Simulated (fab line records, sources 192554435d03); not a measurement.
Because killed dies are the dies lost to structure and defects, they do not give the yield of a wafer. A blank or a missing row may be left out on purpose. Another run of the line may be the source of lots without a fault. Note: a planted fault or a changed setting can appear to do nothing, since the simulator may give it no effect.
Matching of chambers | flow n5-finfet | uv-cure-01 running N5_BEOL_M10_CURE_72: 3 sister chambers
The step cures SiCOH lowk, time 120 s. 20 wafers are shown with their chamber, then 10 later ones without.

EACH WAFER AND ITS CHAMBER
wafer  | chamber | wafer_temp_C_max | lamp-power-pct (%)
L076.2 | 0       | 371.8            | 52.37
L076.3 | 0       | 371.2            | 52.44
L076.6 | 0       | 371.4            | 52.34
L080.1 | 1       | 371.7            | 52.28
L080.3 | 1       | 370.9            | 52.34
L080.4 | 1       | 372.1            | 52.31
L082.1 | 2       | 370.7            | 52.27
L082.3 | 2       | 370.8            | 52.25
L082.6 | 2       | 370.6            | 52.29
L084.3 | 2       | 370.6            | 52.44
L084.4 | 2       | 370.7            | 52.36
L084.6 | 2       | 370.9            | 52.26
L085.3 | 1       | 371.7            | 52.31
L085.5 | 1       | 371.6            | 52.32
L085.6 | 1       | 372.2            | 52.38
L086.1 | 0       | 371.1            | 52.31
L086.4 | 0       | 371.0            | 52.33
L086.5 | 0       | 371.1            | 52.30
L091.1 | 2       | 371.0            | 52.24
L091.4 | 2       | 371.0            | 52.24

SIGNATURES (means of the wafers above)
reading          | chamber 0 | chamber 1 | chamber 2 | scatter within a chamber
wafer_temp_C_max | 371.267   | 371.700   | 370.788   | 0.315
lamp-power-pct   | 52.3483   | 52.3233   | 52.2938   | 0.0564
Rule: a wafer's distance from a chamber is the root of the sum, over the readings, of the square of ((its reading less the chamber's mean) divided by the reading's scatter). The wafer belongs to the nearest chamber; if the next one is less than 2 further off, it can't be placed. How the scatter is found: for the shown wafers, subtract from each reading the mean of its chamber, square and add these, divide the total by (wafers less chambers), then take the root.

WAFERS WITHOUT THEIR CHAMBER
wafer  | wafer_temp_C_max | lamp-power-pct (%)
L091.6 | 370.9            | 52.40
L090.1 | 372.4            | 52.38
L090.3 | 371.6            | 52.33
L090.6 | 372.4            | 52.32
L089.2 | 371.5            | 52.25
L089.3 | 371.1            | 52.35
L089.5 | 370.8            | 52.36
L095.2 | 370.6            | 52.37
L095.4 | 370.7            | 52.35
L095.5 | 371.0            | 52.25

WHICH CHAMBER EACH ONE RAN IN
wafer  | from the rows above          | in truth
L091.6 | can't be placed: 0 or 2 or 1 | 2
L090.1 | can't be placed: 1 or 0      | 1
L090.3 | can't be placed: 1 or 0      | 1
L090.6 | can't be placed: 1 or 0      | 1
L089.2 | can't be placed: 1 or 0 or 2 | 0
L089.3 | can't be placed: 0 or 2 or 1 | 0
L089.5 | can't be placed: 2 or 0 or 1 | 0
L095.2 | can't be placed: 2 or 0      | 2
L095.4 | can't be placed: 2 or 0      | 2
L095.5 | can't be placed: 2 or 0 or 1 | 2
Correct placement for 0 of the 10. From these rows, 10 cannot be placed; in 10 the true chamber is one of the candidates. Wrongly placed: 0.
